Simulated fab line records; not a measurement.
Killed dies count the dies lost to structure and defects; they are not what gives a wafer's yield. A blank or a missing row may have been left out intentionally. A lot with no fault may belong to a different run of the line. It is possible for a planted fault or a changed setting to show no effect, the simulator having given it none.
2 desks looking at one fault || flow n5-finfet || each desk has only its own numbers; what lay behind them comes last

## FROM THE METROLOGY DESK
What the gauges read, lot by lot, whatever tool the lot ran on: means of the sampled wafers that have a number. Any lot whose mean is over 4 standard deviations away from the usual mean is out of limits and marked OUT; that distance is given in the brackets.
Columns: A = M5_RS at N5_BEOL_M5_RS_MEAS_57, usual 0.384 ohm/sq
{"lot": "L769", "first seen here": "day 8 22:44", "A": 0.384}
{"lot": "L771", "first seen here": "day 9 06:02", "A": 0.369}
{"lot": "L770", "first seen here": "day 9 09:14", "A": 0.382}
{"lot": "L772", "first seen here": "day 9 14:10", "A": 0.379}
{"lot": "L774", "first seen here": "day 10 01:52", "A": 0.388}
{"lot": "L775", "first seen here": "day 10 06:11", "A": 0.381}
{"lot": "L777", "first seen here": "day 11 11:35", "A": 0.389}
{"lot": "L780", "first seen here": "day 11 13:58", "A": 0.388}
{"lot": "L784", "first seen here": "day 12 05:21", "A": 0.388}
{"lot": "L786", "first seen here": "day 13 03:39", "A": 0.393}
{"lot": "L788", "first seen here": "day 13 06:54", "A": 0.380}
{"lot": "L791", "first seen here": "day 14 02:20", "A": 0.380}
Finding of this desk: none of the 12 lots has anything out of limits.

## DESK OF THE TOOL OWNER: litho-track-01
The tool's own readings at N5_BEOL_M6_COAT_59 (time 60 s, resist thk 100 nm): means of the sampled wafers that have a number, for each lot that ran on this tool. Any lot whose mean is over 4 standard deviations away from the usual mean is out of limits and marked OUT; that distance is given in the brackets.
Columns: A = chill-plate-temp-C at N5_BEOL_M6_COAT_59, usual 22.99 C; B = spin-speed-rpm at N5_BEOL_M6_COAT_59, usual 1500.1 rpm
{"lot": "L771", "first seen here": "day 9 07:02", "A": 22.95, "B": 1500.1}
{"lot": "L772", "first seen here": "day 9 15:45", "A": 22.87, "B": 1501.6}
{"lot": "L777", "first seen here": "day 11 13:36", "A": 22.91, "B": 1499.6}
{"lot": "L780", "first seen here": "day 11 18:48", "A": 23.06, "B": 1500.3}
{"lot": "L784", "first seen here": "day 12 06:58", "A": 23.02, "B": "1569.7 (+70) OUT"}
{"lot": "L788", "first seen here": "day 13 08:38", "A": 22.90, "B": "1568.5 (+69) OUT"}
This desk's finding: out of limits on L784, L788; first on L784, day 12 06:58 (spin-speed-rpm at N5_BEOL_M6_COAT_59). L771, L772, L777, L780: within limits.

## ALL TOGETHER
The tool owner's desk could have raised an alarm at day 12 06:58, on L784, L788.
Metrology desk: nothing out of limits seen.
The metrology desk holds a record of L784, L788, inside its limits.
The lots listed all ran N5_BEOL_M6_COAT_59 on litho-track-01.

## WHAT THE SIMULATOR HAD INSERTED
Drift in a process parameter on litho-track-01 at N5_BEOL_M6_COAT_59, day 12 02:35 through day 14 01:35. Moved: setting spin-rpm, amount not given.
Shown lots that were struck: L784, L788.
Hours from the fault's start to each desk's first reading out of limits: the tool owner's desk, 4.
